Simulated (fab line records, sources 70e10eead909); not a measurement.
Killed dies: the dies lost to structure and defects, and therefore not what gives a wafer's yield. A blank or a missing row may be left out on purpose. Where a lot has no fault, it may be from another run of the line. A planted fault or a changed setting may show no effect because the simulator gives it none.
fab line records | flow nand-harc | part 1 of 2: steps 1 to 16 of 27
record: lots: 5 wafers: 15 last-day: 34
route steps=1302 shown A_CONTACT@1043
lots untouched by any fault: they come from a run of this same line in which no faults occurred
start-h: hours from the record's first day to the start of the lot's first wafer shown | wait-h: hours from the lot's prior step to this one | " as in the row above | L1.1+2: a row that stands for several wafers | - value missing, or start not given | * or withheld: withheld | < > ~ a bound
route shown NAME@n: names a module that has steps shown in the file, with the first one's number in the route | usual: mean/standard deviation of fault-free wafers | same: alike in all rows | chamber/n: place in a boat | sites: the reading at each site | _std_site: standard deviation across them | _edge_site: the outer-site mean with the inner-site mean subtracted | radius-mm: for every site, how far away it sits from the centre of the wafer | mask NAME#n: copy n | behind: the last tool/chamber to shape the wafer | hold: why the lot went on hold/how many hours it stayed there/how the hold came to an end | device: names the non-switching transistor (n, p or np) | end of line: tests of these same wafers at the route's end | step lacking rows: just its recipe | killed: not the wafer's yield, but the dies lost to structure and defects at the first sort | map: a wafer's dies, x killed, . not, _ none there
set.NAME: the setting the step ran with; set.NAME@STEP: the setting that earlier step ran with | model.NAME: the simulator's own value behind a step, which no gauge read
certain route steps with their lots: each step a table, each wafer a row
services: the hour from which a tool's chamber was out of use, counted from the record's first day as start-h (under 0 if before that day), plus the number of hours and why
== steps ==
step: NHARC_A_CONTACT_ETCH_75
recipe: target-depth-a: 390 over-etch-frac: 0.3 time-s: 65 ion-energy-ev: 80 cf4-flow-sccm: 150 ar-flow-sccm: 0 rf-w: 300 bias-w: 100 chemistry: CF4
usual: bias-w: 100.07/0.29 drypump-motor-current-A: 5.7/0.44 mfc-ar-sccm: 0.009/0.0089 oes-product-au: 0.997/0.012 rf-vpp-V: 151.4/1.3 showerhead-plenum-p-Torr: 1.78/0.077 throttle-valve-pct: 13.284/0.009
columns lot.wafer tool chamber start-h wait-h bias-w drypump-motor-current-A mfc-ar-sccm oes-product-au rf-hours-counter-h rf-vpp-V showerhead-plenum-p-Torr throttle-valve-pct
L084.4 rie-diel-10 3 607.13 0.1 99.97 5.0 0.009 0.993 0 149.7 1.69 13.311
L084.1 " 2 " " 99.98 4.8 0.012 1.008 0 150.9 1.69 13.277
L084.5 " 0 " " 99.76 6.0 0.004 1.000 - 151.6 1.87 13.280
L086.4 rie-diel-03 2 623.53 0.1 100.40 6.2 0 1.005 26 151.8 1.81 13.287
L086.3 " 3 " " 99.68 5.9 0 0.982 26 150.4 1.85 13.282
L086.6 " 0 " " 100.08 5.6 0.022 0.992 - 151.5 1.68 13.273
L090.3 rie-diel-02 2 684.50 0.1 100.05 5.9 0.019 1.002 35 150.2 1.73 13.297
L090.2 " 0 " " 99.55 5.3 0 1.010 38 152.0 1.79 13.284
L090.6 " 2 " " 100.58 6.0 0.019 0.996 - 151.0 1.73 13.286
L091.4 rie-diel-02 0 693.19 0.1 99.70 5.3 0 1.008 42 151.0 1.79 13.301
L091.5 " 0 " " 99.98 5.3 0 1.006 - 152.4 1.79 13.280
L091.6 " 1 " " 100.45 5.2 0.018 0.995 - 151.9 1.85 13.280
L096.4 rie-diel-10 2 747.99 0.1 99.65 4.8 0.012 1.011 44 149.7 1.68 13.305
L096.3 " 0 " " 100.30 5.9 0.004 0.989 41 152.3 1.86 13.289
L096.5 " 1 " " 100.00 5.9 0.017 0.986 - 152.7 1.89 13.293
step: NHARC_A_CONTACT_ETCH_76
recipe: target-depth-a: 2600 over-etch-frac: 0.3 time-s: 475.3 ion-energy-ev: 200 n2-flow-sccm: 150 h2-flow-sccm: 150 ar-flow-sccm: 0 rf-w: 400 bias-w: 150 chemistry: N2/H2
usual: bias-w: 150.0/0.45 drypump-motor-current-A: 5.7/0.43 h2-flow-sccm: 150.1/0.43 mfc-ar-sccm: 0.009/0.0089 oes-product-au: 0.998/0.0097 rf-vpp-V: 431.2/2.9 showerhead-plenum-p-Torr: 2.06/0.097 throttle-valve-pct: 14.171/0.01
columns lot.wafer tool chamber start-h wait-h bias-w drypump-motor-current-A h2-flow-sccm mfc-ar-sccm oes-product-au rf-hours-counter-h rf-vpp-V showerhead-plenum-p-Torr throttle-valve-pct
L084.1 rie-diel-10 1 - - 150.1 5.9 150.4 0.017 0.985 0 437.7 2.22 14.159
L084.4 " 2 " " 149.9 4.8 149.4 0.012 1.004 0 429.4 1.94 14.177
L084.5 " 1 " " 150.6 5.9 151.1 0.017 1.003 - 436.0 2.22 14.186
L086.4 rie-diel-03 2 - - 149.9 6.2 150.0 0 1.010 26 432.1 2.09 14.156
L086.3 " 0 " " 150.5 5.6 150.0 0.022 1.002 25 427.5 1.93 14.188
L086.6 " 3 " " 149.7 5.9 150.5 0 0.986 - 433.0 2.14 14.171
L090.3 rie-diel-02 3 - - 149.6 5.2 150.1 0 1.000 32 434.1 2.15 14.159
L090.2 " 0 " " 150.6 5.2 150.4 0 1.021 38 430.4 2.07 14.181
L090.6 " 1 " " 150.1 5.2 150.3 0.018 1.007 - 435.2 2.14 14.162
L091.4 rie-diel-02 2 - - 149.4 6.0 150.1 0.019 0.997 40 428.9 1.98 14.166
L091.6 " 0 " " 150.0 5.3 150.2 0 0.999 - 431.1 2.07 14.171
L091.5 " 1 " " 150.6 5.3 149.8 0.018 0.995 - 434.0 2.14 14.163
L096.3 rie-diel-10 1 - - 150.3 6.0 149.8 0.017 0.992 52 434.6 2.20 14.171
L096.4 " 2 " " 150.5 4.8 150.1 0.012 1.006 44 427.2 1.92 14.178
L096.5 " 2 " " 150.4 4.8 149.6 0.012 1.011 - 427.3 1.92 14.159
step: NHARC_A_CONTACT_ETCH_77
recipe: target-depth-a: 1089 time-s: 54.5 cf4-flow-sccm: 100 chf3-flow-sccm: 30 ar-flow-sccm: 0 rf-w: 500 bias-w: 200 chemistry: CF4/CHF3
usual: bias-w: 200.0/0.53 drypump-motor-current-A: 5.7/0.44 mfc-ar-sccm: 0.009/0.0087 oes-product-au: 0.938/0.021 rf-vpp-V: 371.0/2.4 showerhead-plenum-p-Torr: 1.58/0.068 throttle-valve-pct: 16.802/0.0097
columns lot.wafer tool chamber start-h wait-h bias-w drypump-motor-current-A mfc-ar-sccm oes-product-au rf-hours-counter-h rf-vpp-V showerhead-plenum-p-Torr throttle-valve-pct
L084.1 rie-diel-10 0 - - 199.9 5.9 0.004 0.939 1 372.8 1.67 16.809
L084.4 " 1 " " 200.3 5.9 0.017 0.971 0 375.0 1.70 16.798
L084.5 " 3 " " 199.5 5.0 0.009 0.932 - 368.0 1.50 16.794
L086.4 rie-diel-03 2 - - 200.1 6.2 0 0.934 27 372.4 1.61 16.809
L086.3 " 0 " " 199.6 5.5 0.022 0.928 25 368.7 1.49 16.810
L086.6 " 3 " " 200.3 5.9 0 0.918 - 372.1 1.65 16.810
L090.2 rie-diel-02 1 - - 200.1 5.2 0.018 0.930 41 372.2 1.65 16.808
L090.3 " 0 " " 199.2 5.3 0 0.939 38 370.8 1.60 16.803
L090.6 " 2 " " 200.4 6.0 0.019 0.933 - 368.8 1.54 16.804
L091.4 rie-diel-02 3 - - 199.3 5.2 0 0.931 37 373.3 1.65 16.795
L091.5 " 1 " " 199.6 5.2 0.018 0.967 - 373.4 1.64 16.823
L091.6 " 2 " " 199.7 5.9 0.019 0.958 - 370.5 1.53 16.793
L096.4 rie-diel-10 0 - - 200.3 6.0 0.004 0.919 41 373.7 1.66 16.794
L096.3 " 2 " " 200.2 4.8 0.012 0.942 44 367.4 1.49 16.819
L096.5 " 0 " " 200.0 6.0 0.004 0.912 - 372.9 1.66 16.821
step: NHARC_A_CONTACT_ETCH_78
recipe: target-depth-a: 53000 over-etch-frac: 0.3 time-s: 1378 ion-energy-ev: 150 o2-flow-sccm: 400 cos-flow-sccm: 20 ar-flow-sccm: 0 rf-w: 500 bias-w: 300 chemistry: O2/COS
usual: bias-w: 300.1/0.85 drypump-motor-current-A: 5.7/0.44 mfc-ar-sccm: 0.009/0.0089 oes-product-au: 0.999/0.011 rf-vpp-V: 314.3/2.1 showerhead-plenum-p-Torr: 3.13/0.14 throttle-valve-pct: 28.330/0.0093
columns lot.wafer tool chamber start-h wait-h bias-w drypump-motor-current-A mfc-ar-sccm oes-product-au rf-hours-counter-h rf-vpp-V showerhead-plenum-p-Torr throttle-valve-pct
L084.1 rie-diel-10 3 - - 302.0 5.0 0.009 0.988 1 312.3 2.98 28.341
L084.4 " 0 " " 300.4 6.0 0.004 0.996 1 317.6 3.31 28.323
L084.5 " 3 " " 300.0 5.0 0.009 0.986 - 312.0 2.98 28.329
L086.3 rie-diel-03 2 - - 299.1 6.2 0 1.005 27 315.9 3.19 28.351
L086.4 " 0 " " 300.1 5.5 0.022 0.996 26 312.7 2.96 28.343
L086.6 " 1 " " 299.7 6.2 0.015 1.002 - 312.8 2.98 28.333
L090.3 rie-diel-02 2 - - 299.4 6.0 0.019 1.006 36 312.3 3.05 28.341
L090.2 " 3 " " 298.1 5.2 0 0.990 32 317.4 3.27 28.336
L090.6 " 0 " " 300.6 5.2 0 1.013 - 315.2 3.17 28.325
L091.4 rie-diel-02 3 - - 300.3 5.2 0 0.976 37 316.7 3.27 28.339
L091.6 " 0 " " 300.8 5.3 0 1.018 - 315.8 3.17 28.325
L091.5 " 1 " " 300.0 5.2 0.018 1.004 - 316.3 3.26 28.337
L096.4 rie-diel-10 0 - - 299.0 6.0 0.004 0.989 41 316.0 3.28 28.324
L096.3 " 1 " " 299.9 5.9 0.017 0.984 53 318.0 3.35 28.346
L096.5 " 3 " " 299.0 5.0 0.009 0.994 - 313.0 2.96 28.336
step: NHARC_A_CONTACT_ETCH_124
recipe: source-w: withheld pressure-mtorr: 20 bias-v: withheld time-s: 140 target-depth-a: 7000 ar-flow-sccm: withheld c4f8-flow-sccm: withheld o2-flow-sccm: withheld chemistry: C4F8/O2/Ar
columns lot.wafer tool chamber start-h wait-h rf-hours-counter-h
L084.1 har-cap-etch-02 1 608.60 - 98
L084.4 " 1 " " -
L084.5 " 1 " " -
L086.3 har-cap-etch-02 0 625.06 - -
L086.4 " 1 " " -
L086.6 " 1 " " -
L090.2 har-cap-etch-01 1 685.99 - 31
L090.3 " 0 " " -
L090.6 " 1 " " -
L091.4 har-cap-etch-03 1 694.72 - -
L091.6 " 1 " " -
L091.5 " 0 " " -
L096.4 har-cap-etch-01 1 749.52 - -
L096.3 " 0 " " -
L096.5 " 1 " " -
step: NHARC_A_CONTACT_ETCH_125
recipe: source-w: withheld pressure-mtorr: 20 bias-v: 3000 time-s: 197 target-depth-a: 19180 ar-flow-sccm: withheld c4f8-flow-sccm: withheld o2-flow-sccm: withheld chemistry: C4F8/O2/Ar
columns lot.wafer tool chamber start-h wait-h rf-hours-counter-h
L084.1 har-cap-etch-02 1 608.79 0.2 98
L084.4 " 1 " " -
L084.5 " 1 " " -
L086.3 har-cap-etch-02 0 625.26 0.2 -
L086.4 " 1 " " -
L086.6 " 1 " " -
L090.2 har-cap-etch-01 1 686.18 0.2 32
L090.3 " 0 " " -
L090.6 " 1 " " -
L091.4 har-cap-etch-03 1 694.91 0.2 -
L091.6 " 1 " " -
L091.5 " 0 " " -
L096.4 har-cap-etch-01 1 749.71 0.2 -
L096.3 " 0 " " -
L096.5 " 1 " " -
step: NHARC_A_CONTACT_ETCH_126
recipe: source-w: withheld pressure-mtorr: 20 bias-v: 3000 time-s: 197 target-depth-a: 19180 ar-flow-sccm: withheld c4f8-flow-sccm: withheld o2-flow-sccm: withheld chemistry: C4F8/O2/Ar
columns lot.wafer tool chamber start-h wait-h rf-hours-counter-h
L084.1 har-cap-etch-02 1 608.97 0.1 98
L084.4 " 1 " " -
L084.5 " 1 " " -
L086.3 har-cap-etch-02 0 625.43 0.1 -
L086.4 " 1 " " -
L086.6 " 1 " " -
L090.2 har-cap-etch-01 1 686.36 0.1 32
L090.3 " 0 " " -
L090.6 " 1 " " -
L091.4 har-cap-etch-03 1 695.09 0.1 -
L091.6 " 1 " " -
L091.5 " 0 " " -
L096.4 har-cap-etch-01 1 749.89 0.1 -
L096.3 " 0 " " -
L096.5 " 1 " " -
step: NHARC_A_CONTACT_ETCH_127
recipe: source-w: withheld pressure-mtorr: 20 bias-v: 3000 time-s: 197 target-depth-a: 19180 ar-flow-sccm: withheld c4f8-flow-sccm: withheld o2-flow-sccm: withheld chemistry: C4F8/O2/Ar
columns lot.wafer tool chamber start-h wait-h rf-hours-counter-h
L084.1 har-cap-etch-02 1 609.15 0.1 98
L084.4 " 1 " " -
L084.5 " 1 " " -
L086.3 har-cap-etch-02 0 625.61 0.1 -
L086.4 " 1 " " -
L086.6 " 1 " " -
L090.2 har-cap-etch-01 1 686.54 0.1 32
L090.3 " 0 " " -
L090.6 " 1 " " -
L091.4 har-cap-etch-03 1 695.27 0.1 -
L091.6 " 1 " " -
L091.5 " 0 " " -
L096.4 har-cap-etch-01 1 750.06 0.1 -
L096.3 " 0 " " -
L096.5 " 1 " " -
step: NHARC_A_CONTACT_ETCH_128
recipe: source-w: withheld pressure-mtorr: 20 bias-v: 3000 time-s: 197 target-depth-a: 19180 ar-flow-sccm: withheld c4f8-flow-sccm: withheld o2-flow-sccm: withheld chemistry: C4F8/O2/Ar
columns lot.wafer tool chamber start-h wait-h rf-hours-counter-h
L084.1 har-cap-etch-02 1 609.33 0.1 98
L084.4 " 1 " " -
L084.5 " 1 " " -
L086.3 har-cap-etch-02 0 625.78 0.1 -
L086.4 " 1 " " -
L086.6 " 1 " " -
L090.2 har-cap-etch-01 1 686.72 0.1 32
L090.3 " 0 " " -
L090.6 " 1 " " -
L091.4 har-cap-etch-03 1 695.45 0.1 -
L091.6 " 1 " " -
L091.5 " 0 " " -
L096.4 har-cap-etch-01 1 750.24 0.1 -
L096.3 " 0 " " -
L096.5 " 1 " " -
step: NHARC_A_CONTACT_ETCH_129
recipe: source-w: withheld pressure-mtorr: 20 bias-v: 3000 time-s: 197 target-depth-a: 19180 ar-flow-sccm: withheld c4f8-flow-sccm: withheld o2-flow-sccm: withheld chemistry: C4F8/O2/Ar
columns lot.wafer tool chamber start-h wait-h rf-hours-counter-h
L084.1 har-cap-etch-02 1 609.50 0.1 98
L084.4 " 1 " " -
L084.5 " 1 " " -
L086.3 har-cap-etch-02 0 625.96 0.1 -
L086.4 " 1 " " -
L086.6 " 1 " " -
L090.2 har-cap-etch-01 1 686.90 0.1 32
L090.3 " 0 " " -
L090.6 " 1 " " -
L091.4 har-cap-etch-03 1 695.64 0.2 -
L091.6 " 1 " " -
L091.5 " 0 " " -
L096.4 har-cap-etch-01 1 750.42 0.1 -
L096.3 " 0 " " -
L096.5 " 1 " " -
step: NHARC_A_CONTACT_ETCH_130
recipe: source-w: withheld pressure-mtorr: 20 bias-v: 3000 time-s: 197 target-depth-a: 19180 ar-flow-sccm: withheld c4f8-flow-sccm: withheld o2-flow-sccm: withheld chemistry: C4F8/O2/Ar
columns lot.wafer tool chamber start-h wait-h rf-hours-counter-h
L084.1 har-cap-etch-02 1 609.68 0.1 98
L084.4 " 1 " " -
L084.5 " 1 " " -
L086.3 har-cap-etch-02 0 626.14 0.1 -
L086.4 " 1 " " -
L086.6 " 1 " " -
L090.2 har-cap-etch-01 1 687.07 0.1 32
L090.3 " 0 " " -
L090.6 " 1 " " -
L091.4 har-cap-etch-03 1 695.88 0.2 -
L091.6 " 1 " " -
L091.5 " 0 " " -
L096.4 har-cap-etch-01 1 750.60 0.1 -
L096.3 " 0 " " -
L096.5 " 1 " " -
step: NHARC_A_CONTACT_ETCH_131
recipe: source-w: withheld pressure-mtorr: 20 bias-v: 3000 time-s: 197 target-depth-a: 19180 ar-flow-sccm: withheld c4f8-flow-sccm: withheld o2-flow-sccm: withheld chemistry: C4F8/O2/Ar
columns lot.wafer tool chamber start-h wait-h rf-hours-counter-h
L084.1 har-cap-etch-02 1 609.86 0.1 99
L084.4 " 1 " " -
L084.5 " 1 " " -
L086.3 har-cap-etch-02 0 626.31 0.1 -
L086.4 " 1 " " -
L086.6 " 1 " " -
L090.2 har-cap-etch-01 1 687.25 0.1 33
L090.3 " 0 " " -
L090.6 " 1 " " -
L091.4 har-cap-etch-03 1 696.11 0.2 -
L091.6 " 1 " " -
L091.5 " 0 " " -
L096.4 har-cap-etch-01 1 750.77 0.1 -
L096.3 " 0 " " -
L096.5 " 1 " " -
step: NHARC_A_CONTACT_ETCH_132
recipe: source-w: withheld pressure-mtorr: 20 bias-v: 3000 time-s: 197 target-depth-a: 19240 ar-flow-sccm: withheld c4f8-flow-sccm: withheld o2-flow-sccm: withheld chemistry: C4F8/O2/Ar
columns lot.wafer tool chamber start-h wait-h rf-hours-counter-h
L084.1 har-cap-etch-02 1 610.04 0.1 99
L084.4 " 1 " " -
L084.5 " 1 " " -
L086.3 har-cap-etch-02 0 626.49 0.1 -
L086.4 " 1 " " -
L086.6 " 1 " " -
L090.2 har-cap-etch-01 1 687.43 0.1 33
L090.3 " 0 " " -
L090.6 " 1 " " -
L091.4 har-cap-etch-03 1 696.34 0.2 -
L091.6 " 1 " " -
L091.5 " 0 " " -
L096.4 har-cap-etch-01 1 750.95 0.1 -
L096.3 " 0 " " -
L096.5 " 1 " " -
step: NHARC_A_CONTACT_ETCH_133
recipe: source-w: withheld pressure-mtorr: 20 bias-v: 400 time-s: 374 target-depth-a: 16100 ar-flow-sccm: withheld c4f8-flow-sccm: 11.5 o2-flow-sccm: 7.2 chemistry: C4F8/O2/Ar
columns lot.wafer tool chamber start-h wait-h rf-hours-counter-h
L084.1 har-cap-etch-02 1 610.22 0.1 99
L084.4 " 1 " " -
L084.5 " 1 " " -
L086.3 har-cap-etch-02 0 626.75 0.2 -
L086.4 " 1 " " -
L086.6 " 1 " " -
L090.2 har-cap-etch-01 1 687.65 0.2 33
L090.3 " 0 " " -
L090.6 " 1 " " -
L091.4 har-cap-etch-03 1 696.68 0.3 -
L091.6 " 1 " " -
L091.5 " 0 " " -
L096.4 har-cap-etch-01 1 751.21 0.2 -
L096.3 " 0 " " -
L096.5 " 1 " " -
step: NHARC_A_CONTACT_ETCH_91
recipe: target-depth-a: 400 over-etch-frac: 0.5 time-s: 85.7 ion-energy-ev: 120 ch3f-flow-sccm: 50 o2-flow-sccm: 30 ar-flow-sccm: 200 rf-w: 500 bias-w: 100 chemistry: CH3F/O2
usual: bias-w: 100.00/0.3 drypump-motor-current-A: 5.7/0.44 mfc-ar-sccm: 200.0/0.65 oes-product-au: 0.94/0.032 rf-vpp-V: 244.4/1.8 showerhead-plenum-p-Torr: 2.47/0.11 throttle-valve-pct: 20.663/0.009
columns lot.wafer tool chamber start-h wait-h bias-w drypump-motor-current-A mfc-ar-sccm oes-product-au rf-hours-counter-h rf-vpp-V showerhead-plenum-p-Torr throttle-valve-pct
L084.4 rie-diel-03 0 611.02 0.6 100.06 5.6 199.1 0.93 22 243.2 2.33 20.671
L084.1 " 2 " " 99.57 6.2 200.8 0.94 23 246.6 2.51 20.649
L084.5 " 0 " " 100.28 5.6 199.4 0.93 - 241.0 2.33 20.655
L086.3 rie-diel-10 1 627.45 0.6 99.78 5.9 199.9 1.00 10 246.8 2.66 20.662
L086.4 " 1 " " 99.81 5.9 200.7 1.00 - 246.5 2.66 20.675
L086.6 " 2 " " 100.08 4.8 199.1 1.01 - 242.8 2.34 20.667
L090.3 rie-diel-10 2 688.37 0.6 99.46 4.8 200.7 0.95 24 243.1 2.33 20.665
L090.2 " 3 " " 100.43 5.0 200.6 0.93 23 243.4 2.34 20.665
L090.6 " 2 " " 99.52 4.8 201.8 0.95 - 242.8 2.33 20.679
L091.4 rie-diel-03 0 697.44 0.7 99.54 5.6 199.3 0.91 9 242.3 2.33 20.670
L091.5 " 2 " " 99.81 6.3 199.6 0.93 - 246.1 2.51 20.674
L091.6 " 3 " " 99.68 5.9 200.5 0.91 - 245.9 2.57 20.679
L096.3 rie-diel-03 2 752.03 0.7 100.04 6.3 199.7 1.00 19 245.4 2.50 20.656
L096.5 " 2 " " 99.88 6.2 199.6 1.00 - 245.1 2.50 20.663
L096.4 " 0 " " 99.70 5.6 200.7 0.99 - 242.6 2.32 20.660
step: NHARC_A_CONTACT_ETCH_97
recipe: target-depth-a: 200 over-etch-frac: 0.5 time-s: 10 ion-energy-ev: 250 c4f6-flow-sccm: 25 o2-flow-sccm: 20 ar-flow-sccm: 500 rf-w: 600 bias-w: 500 chemistry: C4F6/O2
usual: bias-w: 500.2/1.4 drypump-motor-current-A: 5.7/0.43 mfc-ar-sccm: 499.9/1.6 oes-product-au: 0.956/0.026 rf-vpp-V: 547/3.7 showerhead-plenum-p-Torr: 3.95/0.17 throttle-valve-pct: 26.902/0.0094
columns lot.wafer tool chamber start-h wait-h bias-w drypump-motor-current-A mfc-ar-sccm oes-product-au rf-hours-counter-h rf-vpp-V showerhead-plenum-p-Torr throttle-valve-pct
L084.4 rie-diel-03 1 - - 502.0 6.2 499.5 0.949 23 544 3.76 26.899
L084.1 " 3 " " 498.4 5.9 500.1 0.957 23 551 4.10 26.902
L084.5 " 1 " " 499.8 6.2 498.9 0.949 - 544 3.76 26.904
L086.3 rie-diel-10 2 627.67 0.2 502.1 4.8 500.3 1.006 4 541 3.75 26.902
L086.6 " 0 " " 497.8 6.0 497.2 0.997 - 552 4.14 26.905
L086.4 " 2 " " 502.4 4.8 498.6 1.012 - 543 3.75 26.913
L090.2 rie-diel-10 2 688.53 0.1 500.1 4.8 499.0 0.965 24 543 3.74 26.899
L090.3 " 3 " " 500.3 5.0 500.1 0.956 23 542 3.74 26.897
L090.6 " 2 " " 501.0 4.8 499.9 0.974 - 543 3.74 26.901
L091.4 rie-diel-03 2 - - 499.3 6.2 501.7 0.956 9 548 4.00 26.913
L091.6 " 3 " " 500.7 5.9 502.6 0.928 - 550 4.09 26.888
L091.5 " 0 " " 500.1 5.6 500.9 0.928 - 544 3.73 26.888
L096.3 rie-diel-03 3 752.20 0.1 499.3 5.9 502.9 0.984 20 549 4.09 26.897
L096.5 " 0 " " 498.9 5.6 501.3 0.987 - 542 3.72 26.905
L096.4 " 2 " " 499.1 6.3 497.5 0.995 - 549 3.99 26.908
